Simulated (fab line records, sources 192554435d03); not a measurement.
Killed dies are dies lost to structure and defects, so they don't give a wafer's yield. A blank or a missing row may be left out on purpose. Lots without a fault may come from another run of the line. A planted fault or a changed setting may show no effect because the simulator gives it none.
Chamber matching | flow n5_finfet | N5_BEOL_M4_PECVD_72 on pecvd-04: 3 sister chambers
The step deposits SiO2 from TEOS/O2, target thk 16 nm, time 18 s. 3 wafers are shown with their chamber, then 8 later ones without.

WAFERS WITH THEIR CHAMBER
wafer  | chamber | showerhead_plenum_p_Torr (Torr)
L086.5 | 2       | 8.73
L086.6 | 1       | 8.90
L087.3 | 0       | 8.68

WAFERS WITHOUT THEIR CHAMBER
wafer  | showerhead_plenum_p_Torr (Torr)
L087.4 | 8.87
L087.5 | 8.89
L092.1 | 8.70
L092.2 | 8.88
L092.5 | 8.88
L094.1 | 8.73
L094.2 | 8.69
L094.4 | 8.69

WHICH CHAMBER EACH WENT THROUGH
wafer  | from the rows above     | in truth
L087.4 | 1                       | 1
L087.5 | 1                       | 1
L092.1 | can't be placed: 0 or 2 | 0
L092.2 | 1                       | 1
L092.5 | 1                       | 1
L094.1 | 2                       | 2
L094.2 | can't be placed: 0 or 2 | 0
L094.4 | can't be placed: 0 or 2 | 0
Placed correctly: 5 of 8. Can't be placed from these rows: 3 (the true chamber is among the candidates in 3). Placed wrongly: 0.
How it was worked out, from the rows above alone: a wafer's distance from a chamber is the root of the sum, over the readings, of the square of ((its reading less the chamber's mean) divided by the reading's scatter). The wafer belongs to the nearest chamber; if the next one is less than 2 further off, it can't be placed. A chamber's mean is the mean of its shown wafers. The scatter: with one shown wafer a chamber, the root of the mean of the squares of how far each hidden wafer lies from its nearest shown one.
